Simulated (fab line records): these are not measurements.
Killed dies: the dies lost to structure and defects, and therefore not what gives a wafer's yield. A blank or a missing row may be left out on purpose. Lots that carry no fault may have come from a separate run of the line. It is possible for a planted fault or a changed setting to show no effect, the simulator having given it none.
The tool behind it: which one?    flow nand harc    6 lots with 18 wafers sampled at 4 steps, on a route of 1302 steps

## WHAT EACH GAUGE READ, for each wafer
NHARC_A_M1_CD_MEAS_09: the cd target is 120 nm.
lot   measured      on         cd nm (nm)
L349  day 23 07:58  cd sem-03  120.7 121.2 121.5
L351  day 24 05:02  cd sem-03  120.2 120.5 120.5
L354  day 25 03:07  cd sem-02  120.3 119.0 119.1
L361  day 29 01:37  cd sem-01  90.3 91.8 89.4
L365  day 30 06:37  cd sem-01  120.2 120.6 118.8
L369  day 31 11:06  cd sem-02  120.6 121.8 121.9

## EACH LOT AND THE TOOL THAT RAN IT (in order: tool; ch and the chambers of the sampled wafers; start)
lot   NHARC_A_M0_ETCH_15                             NHARC_A_M0_PVD_21                        NHARC_A_M1_EXPOSE_06
L349  rie diel-09 ch 0,2,3, day 23 06:34 or earlier  pvd sputter-01, day 23 06:34 or earlier  arfi scanner-03 ch 0, day 23 07:49
L351  rie diel-03 ch 0,1, day 24 03:47 or earlier    pvd sputter-02, day 24 03:47 or earlier  arfi scanner-02 ch 0, day 24 04:54
L354  rie diel-09 ch 1,2, day 25 01:43 or earlier    pvd sputter-01, day 25 01:43 or earlier  arfi scanner-03 ch 0, day 25 02:59
L361  rie diel-09 ch 0,1,3, day 29 00:05 or earlier  pvd sputter-03, day 29 00:05 or earlier  arfi scanner-01 ch 0, day 29 01:29
L365  rie diel-09 ch 0,1,2, day 30 05:13 or earlier  pvd sputter-03, day 30 05:13 or earlier  arfi scanner-03 ch 0, day 30 06:28
L369  rie diel-09 ch 0,1,3, day 31 09:42 or earlier  pvd sputter-03, day 31 09:42 or earlier  arfi scanner-02 ch 0, day 31 10:58
- NHARC_A_M0_ETCH_15: etches the open film in C4F8/Ar, target depth 150 nm, overetch 15 nm, time 82.5 s.
- NHARC_A_M0_PVD_21: deposits Cu, target thk 30 nm, time 20.49 s.
- NHARC_A_M1_EXPOSE_06: exposes mask A M1, target cd 120 nm.

## THE ANSWER, worked out from the rows above alone
Rule: the lots themselves supply what counts as usual. The widest of any qualifying gaps counts: lots, ordered by their means at a reading, are off when they make up no more than a third of the lots, leave a main group of 4 or more, and stand apart from it by 3 or more times the standard deviation of that group's means. A main group is skipped when, at the precision printed for the reading in the tables above, its means are all equal. A lot without any number at a reading at which 4 lots or more have one is off too. Where the step has rows for the other lots, those lots are counted as sound.
Off at NHARC_A_M1_CD_MEAS_09 (cd nm): L361. Mean 120.5 nm and standard deviation 0.74 in the main group.
If a tool, at a process step before that reading, ran all the lots that are off and no sound lot after the first of them, it fits. Gauges at NHARC_A_M1_CD_MEAS_09: tried the same way as those tools. Because NHARC_A_M0_ETCH_15 lacks a start for some lots, the hours and order of its lots are taken from NHARC_A_M0_INSPECT_27. Because NHARC_A_M0_PVD_21 lacks a start for some lots, the hours and order of its lots are taken from NHARC_A_M0_INSPECT_27. One candidate fits, namely arfi scanner-01 at NHARC_A_M1_EXPOSE_06. It ran no sound lot before its first lot that is off in this sample, so the start can't be narrowed down.

## WHAT THE SIMULATOR HAD INSERTED
Process parameter drift: arfi scanner-01, from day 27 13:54 on, at NHARC_A_M1_EXPOSE_06. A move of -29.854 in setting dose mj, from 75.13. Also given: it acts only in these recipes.
Struck lots among those shown: L361. The rule above reached the same finding.
